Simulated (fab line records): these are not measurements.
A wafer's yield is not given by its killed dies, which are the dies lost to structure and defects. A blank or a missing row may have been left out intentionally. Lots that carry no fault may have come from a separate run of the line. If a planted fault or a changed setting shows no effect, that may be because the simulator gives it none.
Which tool did it? | flow n5Finfet | 24 lots with 72 wafers sampled at 3 steps, on a route of 1938 steps

== WHAT EACH GAUGE READ, for each wafer ==
N5_BEOL_M0_SAQP_CD_MEAS_29: target cd 14.4 nm. Usual: cdNm reads 15.02 nm (standard deviation 0.19).
lot  | measured     | on       | cdNm (nm)         | flag
L074 | day 5 21:06  | cdSem-03 | 14.87 14.96 15.56 | 
L075 | day 6 02:06  | cdSem-02 | 15.56 14.84 14.63 | 
L076 | day 6 04:36  | cdSem-01 | 15.22 14.82 14.98 | 
L077 | day 6 07:59  | cdSem-03 | 15.01 15.04 14.80 | 
L078 | day 6 13:16  | cdSem-01 | 14.99 15.17 15.11 | 
L079 | day 6 20:19  | cdSem-02 | 15.44 15.02 14.89 | 
L080 | day 7 00:14  | cdSem-03 | 15.17 15.06 15.03 | 
L081 | day 7 10:11  | cdSem-02 | 15.19 15.29 15.15 | 
L082 | day 7 17:05  | cdSem-03 | 14.73 15.34 14.65 | 
L083 | day 7 20:22  | cdSem-01 | 14.81 15.22 15.15 | 
L084 | day 8 11:26  | cdSem-03 | 14.67 14.89 14.92 | 
L085 | day 8 13:57  | cdSem-02 | 14.89 14.98 15.09 | 
L086 | day 9 01:19  | cdSem-02 | 15.14 15.05 15.43 | 
L087 | day 9 05:10  | cdSem-03 | 14.99 14.89 14.71 | 
L088 | day 9 05:38  | cdSem-03 | 14.96 14.63 14.98 | 
L089 | day 9 09:45  | cdSem-01 | 14.76 15.20 15.11 | 
L090 | day 9 13:40  | cdSem-01 | 15.01 15.10 15.01 | 
L091 | day 9 22:13  | cdSem-01 | 14.71 15.06 15.31 | 
L092 | day 10 06:31 | cdSem-03 | 14.93 14.98 15.05 | 
L093 | day 10 09:58 | cdSem-02 | 15.20 14.91 15.03 | 
L094 | day 10 17:25 | cdSem-03 | 15.19 14.83 15.04 | 
L095 | day 10 21:13 | cdSem-02 | 15.00 14.81 15.03 | 
L096 | day 11 07:40 | cdSem-03 | 15.21 14.83 15.26 | 
L097 | day 11 10:16 | cdSem-02 | 14.94 14.94 14.75 | 

== WHICH TOOL RAN EACH LOT (tool, then ch and the chambers of the sampled wafers, then the start) ==
lot  | N5_BEOL_M0_SAQP_RECESS_109        | N5_BEOL_M0_SAQP_SPACER2_ALD_26
L074 | vaporEtch-01 ch 0,1, day 5 20:13  | aldSin-03 ch 0,2,3, day 5 20:21
L075 | vaporEtch-01 ch 0,1, day 6 01:13  | aldSin-01 ch 0,2,3, day 6 01:21
L076 | vaporEtch-01 ch 0,1, day 6 03:44  | aldSin-04 ch 0,1, day 6 03:51
L077 | vaporEtch-01 ch 0,1, day 6 07:04  | aldSin-03 ch 1,2,3, day 6 07:12
L078 | vaporEtch-02 ch 0,1, day 6 12:22  | aldSin-04 ch 2,3, day 6 12:30
L079 | vaporEtch-02 ch 0,1, day 6 19:09  | aldSin-01 ch 0,1,3, day 6 19:34
L080 | vaporEtch-01 ch 0, day 6 23:11    | aldSin-03 ch 1,2, day 6 23:29
L081 | vaporEtch-01 ch 0,1, day 7 09:19  | aldSin-01 ch 1,2,3, day 7 09:26
L082 | vaporEtch-01 ch 0,1, day 7 16:12  | aldSin-01 ch 0,1,3, day 7 16:20
L083 | vaporEtch-01 ch 0,1, day 7 19:29  | aldSin-04 ch 1,3, day 7 19:37
L084 | vaporEtch-01 ch 0,1, day 8 10:22  | aldSin-01 ch 2,3, day 8 10:31
L085 | vaporEtch-01 ch 0,1, day 8 11:18  | aldSin-01 ch 0,2,3, day 8 13:12
L086 | vaporEtch-02 ch 0,1, day 9 00:23  | aldSin-04 ch 0,1, day 9 00:35
L087 | vaporEtch-01 ch 0,1, day 9 04:07  | aldSin-03 ch 1,2,3, day 9 04:16
L088 | vaporEtch-02 ch 0,1, day 9 04:35  | aldSin-03 ch 0,1,2, day 9 04:47
L089 | vaporEtch-01 ch 1, day 9 08:47    | aldSin-01 ch 1,2,3, day 9 08:56
L090 | vaporEtch-02 ch 0,1, day 9 12:46  | aldSin-03 ch 0,2,3, day 9 12:55
L091 | vaporEtch-02 ch 0,1, day 9 20:56  | aldSin-01 ch 0,1,2, day 9 21:04
L092 | vaporEtch-02 ch 1, day 10 05:38   | aldSin-01 ch 1,2,3, day 10 05:46
L093 | vaporEtch-02 ch 0,1, day 10 09:05 | aldSin-04 ch 2,3, day 10 09:13
L094 | vaporEtch-01 ch 0,1, day 10 16:31 | aldSin-03 ch 0,2,3, day 10 16:40
L095 | vaporEtch-02 ch 0,1, day 10 20:02 | aldSin-03 ch 0,2,3, day 10 20:28
L096 | vaporEtch-01 ch 0,1, day 11 06:38 | aldSin-03 ch 2,3, day 11 06:55
L097 | vaporEtch-02 ch 0,1, day 11 09:25 | aldSin-03 ch 1,2,3, day 11 09:31
- N5_BEOL_M0_SAQP_RECESS_109: chemistry HF/NH3, target SiO2, target depth 3 nm, afs cycles 1, sublimation time 60 s.
- N5_BEOL_M0_SAQP_SPACER2_ALD_26: deposits SiO2, target thk 15 nm, pulse time 1 s, purge time 2 s.

== AS READ BY THE TOOLS THEMSELVES (means over the sampled wafers that have a number; for cases with no such wafer, the mark the record gives instead) ==
N5_BEOL_M0_SAQP_RECESS_109. Usual: drypumpMotorCurrentA reads 5.7 A (standard deviation 0.53).
lot  | tool         | drypumpMotorCurrentA (A) | flag
L074 | vaporEtch-01 | 5.3                      | 
L075 | vaporEtch-01 | 5.3                      | 
L076 | vaporEtch-01 | 5.3                      | 
L077 | vaporEtch-01 | 5.2                      | 
L078 | vaporEtch-02 | 6.3                      | 
L079 | vaporEtch-02 | 6.3                      | 
L080 | vaporEtch-01 | 5.2                      | 
L081 | vaporEtch-01 | 5.2                      | 
L082 | vaporEtch-01 | 5.2                      | 
L083 | vaporEtch-01 | 5.2                      | 
L084 | vaporEtch-01 | 5.3                      | 
L085 | vaporEtch-01 | 5.3                      | 
L086 | vaporEtch-02 | 6.3                      | 
L087 | vaporEtch-01 | 5.3                      | 
L088 | vaporEtch-02 | 6.1                      | 
L089 | vaporEtch-01 | 5.4                      | 
L090 | vaporEtch-02 | 6.1                      | 
L091 | vaporEtch-02 | 6.3                      | 
L092 | vaporEtch-02 | 5.8                      | 
L093 | vaporEtch-02 | 6.3                      | 
L094 | vaporEtch-01 | 5.2                      | 
L095 | vaporEtch-02 | 6.1                      | 
L096 | vaporEtch-01 | 5.3                      | 
L097 | vaporEtch-02 | 6.3                      | 

N5_BEOL_M0_SAQP_SPACER2_ALD_26. Usual: chamberPressureTorr 2.000 Torr, standard deviation 0.0042; heaterPowerW 465 W, standard deviation 50; precursorPulseHeightRel 0.997, standard deviation 0.019.
lot  | tool      | chamberPressureTorr (Torr) | heaterPowerW (W) | precursorPulseHeightRel | flag
L074 | aldSin-03 | 1.997                      | 426              | 1.009                   | 
L075 | aldSin-01 | 2.001                      | 507              | 0.987                   | 
L076 | aldSin-04 | 1.998                      | 512              | 0.984                   | 
L077 | aldSin-03 | 1.996                      | 412              | 0.979                   | 
L078 | aldSin-04 | 1.998                      | 441              | 0.998                   | 
L079 | aldSin-01 | 2.003                      | 480              | 1.001                   | 
L080 | aldSin-03 | 1.997                      | 397              | 0.992                   | 
L081 | aldSin-01 | 2.000                      | 499              | 1.004                   | 
L082 | aldSin-01 | 1.999                      | 474              | 0.989                   | 
L083 | aldSin-04 | 2.001                      | 502              | 0.992                   | 
L084 | aldSin-01 | 2.002                      | 533              | 0.989                   | 
L085 | aldSin-01 | 1.998                      | 503              | 0.998                   | 
L086 | aldSin-04 | 1.998                      | 510              | 0.996                   | 
L087 | aldSin-03 | 1.998                      | 411              | 0.990                   | 
L088 | aldSin-03 | 1.994                      | 438              | 1.024                   | 
L089 | aldSin-01 | 1.998                      | 496              | 0.992                   | 
L090 | aldSin-03 | 1.998                      | 428              | 0.999                   | 
L091 | aldSin-01 | 2.005                      | 472              | 1.008                   | 
L092 | aldSin-01 | 1.998                      | 505              | 0.986                   | 
L093 | aldSin-04 | 2.003                      | 446              | 0.994                   | 
L094 | aldSin-03 | 1.999                      | 422              | 1.005                   | 
L095 | aldSin-03 | 2.000                      | 424              | 0.993                   | 
L096 | aldSin-03 | 2.004                      | 414              | 0.992                   | 
L097 | aldSin-03 | 1.997                      | 412              | 1.010                   | 

== THE ANSWER, worked out from the rows above alone ==
Rule: lot off if the mean of its wafers having a number is beyond 3 standard deviations from the usual mean. A lot without any number at a reading at which 4 lots or more have one is off too. All remaining lots with rows at the step are treated as sound. First the gauges in route order, then the tools' own readings, where a lot's mean is used as printed above. At the first step where some lot is off, the reading lying furthest off is the one used; lots without a number count as furthest.
None of the lots is off at any reading shown; this tells nothing.

== WHAT WAS PUT IN BY THE SIMULATOR ==
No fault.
